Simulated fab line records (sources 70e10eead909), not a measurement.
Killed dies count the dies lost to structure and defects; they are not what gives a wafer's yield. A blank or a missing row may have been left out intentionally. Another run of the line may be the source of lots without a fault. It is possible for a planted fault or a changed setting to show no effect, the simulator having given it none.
fab line records	flow nandHarc	part 2 of 2: steps 4 to 6 of 6
record lots=23	wafers=69	lastDay=33
route steps=1302 shown A_STAIRCASE@700
lots that met no fault: taken from a fault-free run of the same line
startH: hours from the record's opening day to when the first of the lot's shown wafers began	waitH: hours elapsed since this lot's preceding step	" same as the row above	L1.1+2: one row covering several wafers at once	- no value, or no start given	* or withheld: withheld	< > ~ a bound
route shown NAME@n: names a module that has steps shown in the file, with the first one's number in the route	usual: mean and standard deviation over wafers with no fault	same: alike in all rows	chamber/n: place in a boat	sites: the reading at each site	_std_site: their standard deviation	_edge_site: outer sites' mean less inner sites'	radiusMm: for every site, how far away it sits from the centre of the wafer	mask NAME#n: copy n	behind: the tool/chamber that last shaped the wafer	hold: cause of the lot's hold/its duration in hours/its outcome	device: names the non-switching transistor (n, p or np)	end of line: the route-end tests of the same wafers	a step without rows: its recipe alone	killed: not the wafer's yield, but the dies lost to structure and defects at the first sort	map: a wafer's dies, x killed, . not, _ none there
set.NAME: the setting that was run; set.NAME@STEP: the one run at that earlier step	model.NAME: the simulator's own value behind a step, which no gauge read
one table for each step of the route and one row for each wafer, over a sample of lots
services: from which hour (startH, from the record's first day; less than 0 if before it) a tool's chamber was out of use, for how many hours, and why
## steps
# step NHARC_A_STAIRCASE_TRIM_226
# recipe timeS=211.2	o2FlowSccm=500	arFlowSccm=0	biasW=0	chemistry=O2
# usual drypumpMotorCurrentA=5.9/0.42	oesProductAu=0.996/0.0097	rfVppV=57.8/0.96	showerheadPlenumPTorr=3.58/0.13	throttleValvePct=17.037/0.008
lot.wafer	tool	chamber	startH	waitH	drypumpMotorCurrentA	oesProductAu	rfHoursCounterH	rfVppV	showerheadPlenumPTorr	throttleValvePct
L074.2	rieDiel-07	0	-	-	6.3	0.991	17	57.1	3.39	17.042
L074.1	"	2	"	"	6.1	0.991	17	59.5	3.67	17.047
L074.5	"	1	"	"	5.9	0.987	-	60.0	3.49	17.028
L075.4	rieDiel-07	1	-	-	5.9	0.983	17	57.5	3.49	17.038
L075.2	"	2	"	"	6.2	0.978	18	56.9	3.67	17.041
L075.5	"	0	"	"	6.4	0.985	-	57.9	3.39	17.037
L076.4	rieDiel-07	2	-	-	6.2	0.989	25	58.4	3.67	17.041
L076.3	"	1	"	"	5.9	0.985	24	59.2	3.49	17.036
L076.5	"	2	"	"	6.2	0.986	-	56.8	3.67	17.052
L077.2	rieDiel-08	2	-	-	5.6	0.987	3	57.9	3.55	17.030
L077.3	"	3	"	"	5.8	0.996	3	57.0	3.78	17.038
L077.5	"	1	"	"	5.9	1.006	-	58.1	3.77	17.023
L079.4	rieDiel-07	3	-	-	4.9	0.991	35	58.5	3.64	17.038
L079.3	"	0	"	"	6.3	0.990	36	57.3	3.38	17.022
L079.1	"	1	"	"	5.9	0.992	35	57.3	3.48	17.034
L081.2	rieDiel-07	3	-	-	4.9	0.998	39	58.8	3.64	17.020
L081.3	"	0	"	"	6.3	0.965	39	57.1	3.38	17.040
L081.1	"	1	"	"	5.9	0.975	39	56.5	3.48	17.045
L080.3	rieDiel-04	1	-	-	6.0	1.003	14	56.0	3.49	17.028
L080.6	"	1	"	"	6.0	1.004	-	54.8	3.49	17.036
L080.5	"	2	"	"	5.6	0.998	-	56.9	3.31	17.037
L082.4	rieDiel-04	3	-	-	6.2	0.991	22	55.9	3.55	17.034
L082.3	"	1	"	"	5.9	1.006	20	58.0	3.48	17.033
L082.5	"	0	"	"	6.2	0.994	-	58.1	3.80	17.027
L083.2	rieDiel-08	2	-	-	5.6	1.007	16	58.7	3.55	17.038
L083.4	"	0	"	"	6.2	1.002	22	59.6	3.57	17.022
L083.6	"	3	"	"	5.8	0.995	-	58.7	3.77	17.031
L084.4	rieDiel-08	3	-	-	5.8	1.004	36	58.0	3.77	17.040
L084.2	"	0	"	"	6.3	0.997	30	59.1	3.56	17.030
L084.6	"	1	"	"	5.9	1.008	-	59.8	3.76	17.039
L085.4	rieDiel-07	2	-	-	6.1	0.980	54	58.4	3.65	17.029
L085.6	"	1	"	"	5.9	0.985	-	56.4	3.47	17.029
L085.5	"	2	"	"	6.1	0.981	-	57.3	3.65	17.038
L086.3	rieDiel-08	0	-	-	6.2	1.001	34	58.1	3.56	17.047
L086.4	"	3	"	"	5.8	1.001	41	56.7	3.76	17.039
L086.6	"	0	"	"	6.2	1.011	-	57.4	3.56	17.037
L087.2	rieDiel-08	3	-	-	5.8	0.991	46	59.9	3.76	17.035
L087.6	"	1	"	"	5.9	1.003	-	58.1	3.75	17.029
L087.5	"	2	"	"	5.7	1.005	-	58.5	3.53	17.043
L089.1	rieDiel-08	2	-	-	5.6	0.997	44	58.6	3.53	17.051
L089.3	"	3	"	"	5.8	0.997	50	57.9	3.76	17.030
L089.6	"	1	"	"	5.9	1.001	-	58.0	3.75	17.033
L088.1	rieDiel-07	1	-	-	5.9	0.990	9	58.2	3.46	17.037
L088.4	"	2	"	"	6.2	0.998	7	57.6	3.65	17.044
L088.5	"	1	"	"	5.9	0.994	-	56.2	3.46	17.031
L090.3	rieDiel-04	2	-	-	5.6	1.003	46	57.6	3.30	17.048
L090.4	"	1	"	"	6.0	1.013	47	57.9	3.47	17.028
L090.5	"	3	"	"	6.2	0.989	-	57.6	3.54	17.028
L092.3	rieDiel-07	3	-	-	4.9	0.989	11	59.0	3.62	17.038
L092.1	"	1	"	"	5.9	0.992	13	58.6	3.46	17.028
L092.6	"	3	"	"	4.9	0.983	-	57.6	3.62	17.042
L091.2	rieDiel-07	1	-	-	5.9	0.992	13	56.8	3.46	17.032
L091.3	"	3	"	"	4.9	0.984	12	59.4	3.62	17.033
L091.6	"	1	"	"	5.9	0.988	-	57.0	3.46	17.038
L093.3	rieDiel-04	1	-	-	6.0	1.014	3	56.8	3.46	17.035
L093.5	"	0	"	"	6.2	0.997	-	58.2	3.78	17.039
L093.4	"	3	"	"	6.1	1.004	-	58.1	3.53	17.033
L094.1	rieDiel-07	2	-	-	6.2	0.992	24	58.0	3.64	17.047
L094.2	"	0	"	"	6.3	1.014	25	58.2	3.36	17.047
L094.5	"	3	"	"	5.0	0.993	-	57.3	3.61	17.035
L095.3	rieDiel-07	0	-	-	6.4	0.993	27	57.2	3.35	17.028
L095.2	"	1	"	"	5.9	0.989	26	56.7	3.46	17.038
L095.5	"	2	"	"	6.2	1.000	-	56.9	3.64	17.031
L096.3	rieDiel-07	0	-	-	6.3	0.991	38	56.7	3.35	17.039
L096.5	"	0	"	"	6.3	0.999	-	57.8	3.35	17.028
L096.6	"	1	"	"	5.9	0.976	-	55.8	3.45	17.041
L097.3	rieDiel-08	3	-	-	5.8	1.002	13	57.5	3.74	17.030
L097.4	"	0	"	"	6.2	0.997	13	58.1	3.54	17.038
L097.6	"	3	"	"	5.8	1.004	-	59.5	3.74	17.034
# step NHARC_A_STAIRCASE_ETCH_227
# recipe targetDepthA=1000	timeS=40.5	ionEnergyEv=400	c4f8FlowSccm=20	o2FlowSccm=10	arFlowSccm=withheld	rfW=600	biasW=1000	chemistry=C4F8/O2
# usual oesProductAu=0.941/0.01	rfVppV=898/5
lot.wafer	tool	chamber	startH	waitH	oesProductAu	rfHoursCounterH	rfVppV
L074.2	rieDiel-07	3	-	-	0.942	18	898
L074.1	"	0	"	"	0.928	17	890
L074.5	"	2	"	"	0.938	-	902
L075.2	rieDiel-07	0	-	-	0.924	18	890
L075.4	"	2	"	"	0.948	18	901
L075.5	"	0	"	"	0.932	-	892
L076.4	rieDiel-07	1	-	-	0.925	24	894
L076.3	"	2	"	"	0.936	25	901
L076.5	"	2	"	"	0.928	-	901
L077.2	rieDiel-08	1	-	-	0.947	3	905
L077.3	"	2	"	"	0.940	3	895
L077.5	"	3	"	"	0.956	-	905
L079.4	rieDiel-07	2	-	-	0.923	35	901
L079.3	"	0	"	"	0.928	36	891
L079.1	"	1	"	"	0.927	36	895
L081.2	rieDiel-07	1	-	-	0.933	39	895
L081.1	"	3	"	"	0.938	39	900
L081.3	"	0	"	"	0.935	39	890
L080.3	rieDiel-04	3	-	-	0.932	16	897
L080.6	"	3	"	"	0.939	-	896
L080.5	"	0	"	"	0.937	-	907
L082.4	rieDiel-04	3	-	-	0.923	22	898
L082.3	"	0	"	"	0.941	21	905
L082.5	"	2	"	"	0.951	-	887
L083.4	rieDiel-08	1	-	-	0.949	20	905
L083.2	"	2	"	"	0.947	16	897
L083.6	"	3	"	"	0.954	-	902
L084.4	rieDiel-08	2	-	-	0.932	28	896
L084.2	"	1	"	"	0.944	29	904
L084.6	"	2	"	"	0.949	-	897
L085.4	rieDiel-07	3	-	-	0.939	54	899
L085.6	"	0	"	"	0.947	-	889
L085.5	"	1	"	"	0.921	-	893
L086.4	rieDiel-08	1	-	-	0.955	33	904
L086.3	"	3	"	"	0.943	41	905
L086.6	"	2	"	"	0.950	-	896
L087.2	rieDiel-08	0	-	-	0.944	38	897
L087.6	"	2	"	"	0.947	-	898
L087.5	"	3	"	"	0.961	-	904
L089.1	rieDiel-08	2	-	-	0.941	45	895
L089.3	"	3	"	"	0.947	50	903
L089.6	"	3	"	"	0.942	-	904
L088.4	rieDiel-07	3	-	-	0.938	7	901
L088.1	"	0	"	"	0.938	9	888
L088.5	"	3	"	"	0.935	-	899
L090.3	rieDiel-04	3	-	-	0.936	48	896
L090.4	"	1	"	"	0.959	47	895
L090.5	"	0	"	"	0.936	-	905
L092.3	rieDiel-07	0	-	-	0.929	14	890
L092.1	"	1	"	"	0.932	13	895
L092.6	"	2	"	"	0.941	-	901
L091.3	rieDiel-07	1	-	-	0.930	14	893
L091.2	"	2	"	"	0.944	11	899
L091.6	"	0	"	"	0.951	-	891
L093.3	rieDiel-04	0	-	-	0.927	3	904
L093.5	"	0	"	"	0.935	-	905
L093.4	"	3	"	"	0.929	-	897
L094.1	rieDiel-07	1	-	-	0.933	24	893
L094.2	"	2	"	"	0.945	24	900
L094.5	"	3	"	"	0.936	-	899
L095.3	rieDiel-07	3	-	-	0.941	27	898
L095.2	"	1	"	"	0.935	27	893
L095.5	"	2	"	"	0.945	-	900
L096.3	rieDiel-07	0	-	-	0.939	38	889
L096.5	"	1	"	"	0.923	-	893
L096.6	"	2	"	"	0.944	-	899
L097.4	rieDiel-08	2	-	-	0.947	15	896
L097.3	"	3	"	"	0.956	13	903
L097.6	"	2	"	"	0.937	-	895
# step NHARC_A_STAIRCASE_ETCH_230
# recipe targetDepthA=1000	timeS=40.5	ionEnergyEv=400	c4f8FlowSccm=20	o2FlowSccm=10	arFlowSccm=withheld	rfW=600	biasW=1000	chemistry=C4F8/O2
# usual oesProductAu=0.949/0.017	rfVppV=898/5.3
lot.wafer	tool	chamber	startH	waitH	oesProductAu	rfHoursCounterH	rfVppV
L074.1	rieDiel-07	2	-	-	0.927	17	901
L074.2	"	0	"	"	0.936	17	890
L074.5	"	1	"	"	0.920	-	896
L075.4	rieDiel-08	0	-	-	0.974	52	897
L075.2	"	1	"	"	0.988	54	903
L075.5	"	0	"	"	0.971	-	897
L076.3	rieDiel-07	3	-	-	0.953	24	901
L076.4	"	0	"	"	0.922	23	890
L076.5	"	0	"	"	0.928	-	892
L077.3	rieDiel-08	3	-	-	0.957	3	905
L077.2	"	0	"	"	0.967	3	898
L077.5	"	1	"	"	0.943	-	904
L079.3	rieDiel-07	0	-	-	0.915	36	892
L079.4	"	2	"	"	0.918	35	901
L079.1	"	3	"	"	0.930	36	899
L080.3	rieDiel-04	3	-	-	0.938	16	899
L080.6	"	2	"	"	0.942	-	888
L080.5	"	3	"	"	0.954	-	896
L081.2	rieDiel-07	0	-	-	0.938	43	889
L081.3	"	1	"	"	0.932	43	894
L081.1	"	2	"	"	0.936	41	901
L082.4	rieDiel-04	2	-	-	0.942	22	890
L082.3	"	3	"	"	0.931	22	897
L082.5	"	1	"	"	0.952	-	894
L083.4	rieDiel-07	2	-	-	0.952	46	901
L083.2	"	3	"	"	0.941	46	899
L083.6	"	1	"	"	0.970	-	894
L084.4	rieDiel-08	2	-	-	0.962	28	896
L084.2	"	0	"	"	0.953	30	897
L084.6	"	2	"	"	0.955	-	895
L085.4	rieDiel-04	3	-	-	0.945	31	897
L085.6	"	0	"	"	0.953	-	906
L085.5	"	1	"	"	0.960	-	893
L086.3	rieDiel-08	1	-	-	0.953	33	904
L086.4	"	3	"	"	0.949	41	904
L086.6	"	1	"	"	0.952	-	905
L087.2	rieDiel-07	1	-	-	0.964	2	895
L087.6	"	1	"	"	0.965	-	893
L087.5	"	2	"	"	0.960	-	902
L089.1	rieDiel-08	1	-	-	0.926	45	903
L089.3	"	2	"	"	0.952	45	895
L089.6	"	3	"	"	0.942	-	904
L088.1	rieDiel-04	2	-	-	0.993	44	887
L088.4	"	3	"	"	0.956	46	897
L088.5	"	0	"	"	0.960	-	904
L090.4	rieDiel-04	0	-	-	0.932	49	904
L090.3	"	3	"	"	0.928	48	897
L090.5	"	0	"	"	0.927	-	906
L092.1	rieDiel-04	1	-	-	0.988	51	894
L092.3	"	2	"	"	0.965	50	886
L092.6	"	0	"	"	0.978	-	904
L091.2	rieDiel-08	0	-	-	0.933	51	897
L091.3	"	1	"	"	0.930	51	903
L091.6	"	3	"	"	0.922	-	904
L093.3	rieDiel-07	3	-	-	0.955	19	899
L093.4	"	0	"	"	0.974	21	889
L093.5	"	2	"	"	0.958	-	900
L094.2	rieDiel-04	0	-	-	0.956	9	902
L094.1	"	1	"	"	0.969	7	893
L094.5	"	2	"	"	0.959	-	887
L095.3	rieDiel-04	2	-	-	0.966	4	888
L095.2	"	3	"	"	0.959	11	896
L095.5	"	1	"	"	1.000	-	895
L096.3	rieDiel-07	0	-	-	0.935	38	888
L096.6	"	2	"	"	0.946	-	901
L096.5	"	3	"	"	0.950	-	899
L097.4	rieDiel-08	1	-	-	0.946	15	902
L097.3	"	3	"	"	0.938	13	904
L097.6	"	2	"	"	0.947	-	895
## services
tool	chamber	startH	hours	kind
rieDiel-04	2	338.78	6.7	repair
rieDiel-07	0	354.34	-	clean
rieDiel-07	1	354.34	-	clean
rieDiel-07	2	354.34	-	clean
rieDiel-07	3	354.34	-	clean
rieDiel-04	-	357.44	9.0	pm
rieDiel-08	-	368.00	9.0	pm
rieDiel-07	0	378.84	-	clean
rieDiel-07	1	378.84	-	clean
rieDiel-07	2	378.84	-	clean
rieDiel-07	3	378.84	-	clean
rieDiel-08	2	400.04	4.7	repair
rieDiel-07	0	403.34	-	clean
rieDiel-07	1	403.34	-	clean
rieDiel-07	2	403.34	-	clean
rieDiel-07	3	403.34	-	clean
rieDiel-08	-	404.81	0.3	repair
rieDiel-07	0	429.73	-	clean
rieDiel-07	1	429.73	-	clean
rieDiel-07	-	473.84	9.0	pm
rieDiel-08	3	509.73	6.1	repair
rieDiel-04	-	534.44	9.0	pm
rieDiel-08	-	545.00	9.0	pm
rieDiel-04	1	581.89	3.3	repair
